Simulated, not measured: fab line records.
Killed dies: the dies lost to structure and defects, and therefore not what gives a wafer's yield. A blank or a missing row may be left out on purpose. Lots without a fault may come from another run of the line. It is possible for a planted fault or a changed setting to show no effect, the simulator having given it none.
Which tool did it? -- flow n5-finfet -- 10 lots with 28 wafers sampled at 5 steps, on a route of 1938 steps

== WHAT THE GAUGES READ, wafer by wafer ==
N5_BEOL_M4_RC_MEAS_101.
lot,measured,on,DIBL_N (mV/V)
L613,day 8 11:25,prober-01,36.9 35.2
L615,day 8 15:29,prober-01,40.4 39.9 40.9
L625,day 11 03:41,prober-01,35.0 38.1 40.1
L626,day 11 05:46,prober-02,37.5 36.7 34.2
L628,day 11 16:18,prober-01,33.3 34.6 34.8
L629,day 12 01:37,prober-02,39.0 37.3
L632,day 13 07:01,prober-02,35.8 35.3 33.0
L633,day 13 03:17,prober-02,36.4 34.7 36.7
L634,day 13 21:49,prober-01,40.5 39.5 38.0
L635,day 13 22:28,prober-02,39.1 33.5 38.9

== WHAT TOOL EACH LOT RAN ON (gives the tool, then ch and the chambers of the sampled wafers, and finally the start) ==
lot,N5_FIN_SAQP_DENSIFY_62,N5_FIN_SAQP_PECVD_48,N5_FIN_SAQP_PECVD_06,N5_FIN_SAQP_EXPOSE_13
L613,"rtp-anneal-02 ch 0, day 2 03:23","pecvd-02 ch 0,1, day 2 03:46","pecvd-02 ch 0,1, day 2 03:48","arfi-scanner-03 ch 0, day 2 04:10"
L615,"rtp-anneal-02 ch 0, day 2 14:53","pecvd-03 ch 1, day 2 15:15","pecvd-03 ch 1, day 2 15:19","arfi-scanner-02 ch 0, day 2 15:47"
L625,"rtp-anneal-02 ch 0, day 5 04:30","pecvd-02 ch 0,1, day 5 04:52","pecvd-02 ch 0,1, day 5 04:54","arfi-scanner-02 ch 0, day 5 05:14"
L626,"rtp-anneal-02 ch 0, day 5 08:04","pecvd-02 ch 1,2, day 5 08:27","pecvd-02 ch 1,2, day 5 08:29","arfi-scanner-02 ch 0, day 5 08:49"
L628,"rtp-anneal-01 ch 0, day 5 20:17","pecvd-01 ch 0,2, day 5 20:40","pecvd-01 ch 0,2, day 5 20:42","arfi-scanner-03 ch 0, day 5 21:01"
L629,"rtp-anneal-02 ch 0, day 6 03:41","pecvd-02 ch 0,1, day 6 04:04","pecvd-02 ch 0,1, day 6 04:07","arfi-scanner-01 ch 0, day 6 04:34"
L632,"rtp-anneal-02 ch 0, day 6 20:19","pecvd-02 ch 1, day 6 20:41","pecvd-02 ch 1, day 6 20:45","arfi-scanner-03 ch 0, day 6 21:14"
L633,"rtp-anneal-01 ch 0, day 7 04:31","pecvd-01 ch 0,1,2, day 7 04:51","pecvd-01 ch 0,1,2, day 7 04:53","arfi-scanner-03 ch 0, day 7 05:13"
L634,"rtp-anneal-02 ch 0, day 7 09:21","pecvd-03 ch 0,1,2, day 7 09:44","pecvd-03 ch 0,1,2, day 7 09:47","arfi-scanner-01 ch 0, day 7 10:14"
L635,"rtp-anneal-02 ch 0, day 7 15:37","pecvd-01 ch 0,1,2, day 7 15:56","pecvd-01 ch 0,1,2, day 7 15:59","arfi-scanner-01 ch 0, day 7 16:18"
- N5_FIN_SAQP_DENSIFY_62: time 60 s.
- N5_FIN_SAQP_PECVD_48: deposits SiNx from SiH4/NH3/N2, target thk 25 nm, time 22.1 s.
- N5_FIN_SAQP_PECVD_06: deposits a-Si from SiH4/He, target thk 60 nm, time 48.1 s.
- N5_FIN_SAQP_EXPOSE_13: exposes mask FIN CORE, target cd 35.6 nm.

== THE ANSWER, worked out from the rows above alone ==
Rule: the usual values come from the lots themselves. Put in order of their means at a reading, lots are off if they are a third of the lots or fewer, leave a main group of 4 or more, and stand apart from it by a gap of 3 or more times the standard deviation of the main group's means; of several such gaps the widest counts. If all means in a main group match to the digits the tables above print for the reading, that group is not used. A lot without any number at a reading at which 4 lots or more have one is off too. Where the step has rows for the other lots, those lots are counted as sound.
None of the lots is off at any reading shown; this tells nothing.

== WHAT HAD BEEN PUT IN BY THE SIMULATOR ==
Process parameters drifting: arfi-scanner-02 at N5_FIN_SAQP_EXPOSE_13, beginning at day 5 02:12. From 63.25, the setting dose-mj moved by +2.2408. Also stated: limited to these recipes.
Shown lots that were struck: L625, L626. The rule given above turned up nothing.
